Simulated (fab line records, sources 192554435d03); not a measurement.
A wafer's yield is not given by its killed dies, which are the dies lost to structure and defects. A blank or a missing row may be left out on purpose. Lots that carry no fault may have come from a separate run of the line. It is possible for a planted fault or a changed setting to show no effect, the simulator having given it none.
What tool caused it? | flow n5_finfet | 9 lots with 27 wafers sampled at 6 steps, on a route of 1938 steps

## WHAT EACH GAUGE READ, for each wafer
N5_BEOL_M11_OCD_MEAS_38.
lot  | measured     | on     | trench_depth_nm (nm)
L315 | day 10 16:28 | ocd-02 | 148 150 147
L318 | day 11 04:02 | ocd-02 | 146 148 148
L321 | day 12 19:56 | ocd-02 | 149 146 150
L328 | day 13 20:21 | ocd-01 | 145 149 149
L327 | day 13 23:06 | ocd-01 | 149 153 147
L325 | day 14 01:20 | ocd-01 | 150 148 151
L335 | day 16 08:20 | ocd-01 | 148 148 151
L338 | day 16 17:37 | ocd-01 | 148 146 145
L337 | day 16 21:13 | ocd-01 | 147 143 147

N5_BEOL_M12_CD_MEAS_17 targets a cd of 140 nm.
lot  | measured     | on        | cd_nm (nm)
L315 | day 10 20:01 | cd_sem-01 | 143.6 142.5 144.1
L318 | day 11 08:04 | cd_sem-02 | 141.7 141.2 142.8
L321 | day 12 23:25 | cd_sem-01 | 140.7 140.0 139.2
L328 | day 14 00:31 | cd_sem-01 | 138.8 133.6 139.2
L327 | day 14 04:02 | cd_sem-03 | 141.2 142.5 143.8
L325 | day 14 05:11 | cd_sem-03 | 142.2 144.3 139.3
L335 | day 16 13:05 | cd_sem-01 | 142.0 146.1 149.0
L338 | day 16 21:36 | cd_sem-02 | 138.7 135.3 133.9
L337 | day 17 01:21 | cd_sem-03 | 136.4 134.2 142.0

## TOOL THAT RAN EACH LOT (tool first, then ch and the chambers of the sampled wafers, then the start)
lot  | N5_BEOL_M11_ETCH_41                           | N5_BEOL_M11_CMP_52            | N5_BEOL_M12_ETCH_59                | N5_BEOL_M12_STRIP_63
L315 | rie_diel-04 ch 0,3, day 10 16:28 or earlier   | cmp-02 ch 0,1,3, day 10 18:35 | rie_diel-03 ch 0,1, day 10 19:33   | plasma_asher-02 ch 0,1, day 10 19:49
L318 | rie_diel-05 ch 0,1,2, day 11 04:02 or earlier | cmp-03 ch 1,3, day 11 06:28   | rie_diel-03 ch 0,3, day 11 07:36   | plasma_asher-02 ch 0,1, day 11 07:51
L321 | rie_diel-04 ch 0,3, day 12 19:56 or earlier   | cmp-03 ch 0,1,2, day 12 21:52 | rie_diel-03 ch 1,2, day 12 22:58   | plasma_asher-01 ch 0,1, day 12 23:13
L328 | rie_diel-01 ch 1,2,3, day 13 20:21 or earlier | cmp-04 ch 1,2,3, day 13 23:05 | rie_diel-06 ch 2,3, day 14 00:03   | plasma_asher-02 ch 0,1, day 14 00:20
L327 | rie_diel-04 ch 0,1,3, day 13 23:06 or earlier | cmp-03 ch 0,1,2, day 14 02:28 | rie_diel-03 ch 0,1, day 14 03:34   | plasma_asher-01 ch 0,1, day 14 03:50
L325 | rie_diel-05 ch 0,1, day 14 01:20 or earlier   | cmp-03 ch 0,1,2, day 14 03:44 | rie_diel-06 ch 0,2,3, day 14 04:44 | plasma_asher-01 ch 0,1, day 14 04:59
L335 | rie_diel-04 ch 0,2,3, day 16 08:20 or earlier | cmp-03 ch 0,3, day 16 11:37   | rie_diel-03 ch 1,2, day 16 12:37   | plasma_asher-01 ch 0,1, day 16 12:52
L338 | rie_diel-05 ch 0,1,2, day 16 17:37 or earlier | cmp-02 ch 1,2, day 16 20:04   | rie_diel-06 ch 1,3, day 16 21:08   | plasma_asher-02 ch 0,1, day 16 21:23
L337 | rie_diel-01 ch 0,2,3, day 16 21:13 or earlier | cmp-04 ch 0,1,2, day 16 23:44 | rie_diel-02 ch 0,1,3, day 17 00:53 | plasma_asher-02 ch 0,1, day 17 01:09
- N5_BEOL_M11_ETCH_41: etches SiCN in CH3F/O2, target depth 42.6 nm, time 86 s.
- N5_BEOL_M11_CMP_52: polishes, stops on SiCOH lowk, t overpolish 7 s, target thk 140 nm.
- N5_BEOL_M12_ETCH_59: etches BARC in N2/H2, target depth 89 nm, overetch 26.7 nm, time 67.9 s.
- N5_BEOL_M12_STRIP_63: strips in N2/H2.

## WHAT THE TOOLS THEMSELVES READ (means of the sampled wafers that have a number; where no wafer has one, the mark that the record gives instead)
N5_BEOL_M11_ETCH_41.
lot  | tool        | drypump_motor_current_A (A) | oes_product_au (a.u.) | rf_fwd_power_W (W) | rf_vpp_V (V) | showerhead_plenum_p_Torr (Torr) | throttle_valve_pct (%)
L315 | rie_diel-04 | 5.8                         | 0.95                  | 392.3              | 297.9        | 2.05                            | 16.10
L318 | rie_diel-05 | 5.5                         | 0.77                  | 392.8              | 297.9        | 2.04                            | 16.29
L321 | rie_diel-04 | 5.8                         | 0.90                  | 392.7              | 298.0        | 2.05                            | 16.14
L328 | rie_diel-01 | 5.5                         | 0.79                  | 393.4              | 296.4        | 1.95                            | 16.29
L327 | rie_diel-04 | 5.9                         | 0.92                  | 392.6              | 298.6        | 2.04                            | 16.15
L325 | rie_diel-05 | 5.3                         | 0.81                  | 391.3              | 298.2        | 2.09                            | 16.27
L335 | rie_diel-04 | 5.9                         | 0.84                  | 393.7              | 297.0        | 2.00                            | 16.07
L338 | rie_diel-05 | 5.5                         | 0.80                  | 391.9              | 297.0        | 2.03                            | 16.21
L337 | rie_diel-01 | 5.5                         | 0.78                  | 394.2              | 297.2        | 1.95                            | 16.34

N5_BEOL_M11_CMP_52.
lot  | tool   | barrier_field_endpoint_s (s) | motor_current_A (A) | overpolish_run_s (s) | slurry_filter_dp_kPa (kPa) | time_to_endpoint_s (s)
L315 | cmp-02 | 29.2                         | 5.5                 | 6.992                | 13.45                      | 62
L318 | cmp-03 | 28.9                         | 6.1                 | 7.007                | 13.52                      | 63
L321 | cmp-03 | 30.1                         | 5.4                 | 7.002                | 13.47                      | 72
L328 | cmp-04 | 29.8                         | 5.7                 | 6.992                | 13.39                      | 74
L327 | cmp-03 | 29.3                         | 5.2                 | 7.001                | 13.42                      | 66
L325 | cmp-03 | 29.4                         | 5.5                 | 6.997                | 13.53                      | 64
L335 | cmp-03 | 28.6                         | 5.8                 | 7.007                | 13.49                      | 64
L338 | cmp-02 | 29.0                         | 6.1                 | 7.000                | 13.69                      | 67
L337 | cmp-04 | 29.0                         | 5.1                 | 7.001                | 13.63                      | 68

N5_BEOL_M12_ETCH_59.
lot  | tool        | drypump_motor_current_A (A) | h2_flow_sccm (sccm) | oes_product_au (a.u.) | rf_fwd_power_W (W) | rf_vpp_V (V) | showerhead_plenum_p_Torr (Torr) | throttle_valve_pct (%)
L315 | rie_diel-03 | 5.9                         | 199.8               | 0.72                  | 831                | 525.9        | 2.61                            | 17.52
L318 | rie_diel-03 | 5.6                         | 199.6               | 0.67                  | 835                | 526.3        | 2.62                            | 17.49
L321 | rie_diel-03 | 5.8                         | 200.0               | 0.71                  | 830                | 525.0        | 2.57                            | 17.50
L328 | rie_diel-06 | 6.2                         | 200.5               | 0.66                  | 833                | 523.0        | 2.52                            | 18.05
L327 | rie_diel-03 | 5.7                         | 200.0               | 0.68                  | 837                | 526.3        | 2.63                            | 17.46
L325 | rie_diel-06 | 6.1                         | 199.7               | 0.67                  | 836                | 522.1        | 2.49                            | 17.95
L335 | rie_diel-03 | 5.9                         | 200.5               | 0.69                  | 835                | 524.3        | 2.56                            | 17.61
L338 | rie_diel-06 | 5.4                         | 199.7               | 0.61                  | 838                | 520.8        | 2.44                            | 18.09
L337 | rie_diel-02 | 5.3                         | 200.4               | 0.62                  | 834                | 522.7        | 2.53                            | 18.06

N5_BEOL_M12_STRIP_63.
lot  | tool            | drypump_motor_current_A (A) | h2_flow_sccm (sccm) | heater_power_w (W) | oes_product_au (a.u.) | strip_time_to_endpoint_s (s) | temp_c (C)
L315 | plasma_asher-02 | 5.4                         | 3259                | 319                | 0.698                 | 42.2                         | 249.88
L318 | plasma_asher-02 | 5.3                         | 3248                | 321                | 0.690                 | 42.9                         | 250.09
L321 | plasma_asher-01 | 5.8                         | 3252                | 306                | 0.691                 | 43.0                         | 249.98
L328 | plasma_asher-02 | 5.6                         | 3255                | 320                | 0.693                 | 42.9                         | 249.93
L327 | plasma_asher-01 | 5.8                         | 3243                | 310                | 0.690                 | 42.6                         | 249.87
L325 | plasma_asher-01 | 5.6                         | 3244                | 304                | 0.694                 | 43.0                         | 250.05
L335 | plasma_asher-01 | 5.6                         | 3260                | 297                | 0.679                 | 35.3                         | 250.08
L338 | plasma_asher-02 | 5.3                         | 3253                | 317                | 0.693                 | 43.5                         | 250.09
L337 | plasma_asher-02 | 5.3                         | 3268                | 318                | 0.698                 | 42.8                         | 249.89

## THE ANSWER, worked out from the rows above alone
Rule: the lots themselves supply what counts as usual. Put in order of their means at a reading, lots are off if they are a third of the lots or fewer, leave a main group of 4 or more, and stand apart from it by a gap of 3 or more times the standard deviation of the main group's means; of several such gaps the widest counts. The tables above print the reading to a certain number of digits; a main group whose means all agree to those digits is not used. Also off: a lot with no number at a reading for which 4 or more lots have one. The other lots that the step has rows for count as sound. First the gauges in route order, then the tools' own readings, where a lot's mean is used as printed above. At the first step where some lot is off, the reading lying furthest off is the one used; lots without a number count as furthest.
Off at N5_BEOL_M12_STRIP_63 (strip_time_to_endpoint_s): L335. Main group: mean 42.9 s, sd 0.35.
If a tool, at that step or one of the process steps before it, ran each lot that is off and ran no sound lot following the first of them, it fits. N5_BEOL_M11_ETCH_41: start missing for some lots; hours and lot order therefore follow N5_BEOL_M11_OCD_MEAS_38. Can't be told from this: 4 tools fit, rie_diel-04 at N5_BEOL_M11_ETCH_41, cmp-03 at N5_BEOL_M11_CMP_52, rie_diel-03 at N5_BEOL_M12_ETCH_59, plasma_asher-01 at N5_BEOL_M12_STRIP_63.

## WHAT THE SIMULATOR HAD INSERTED
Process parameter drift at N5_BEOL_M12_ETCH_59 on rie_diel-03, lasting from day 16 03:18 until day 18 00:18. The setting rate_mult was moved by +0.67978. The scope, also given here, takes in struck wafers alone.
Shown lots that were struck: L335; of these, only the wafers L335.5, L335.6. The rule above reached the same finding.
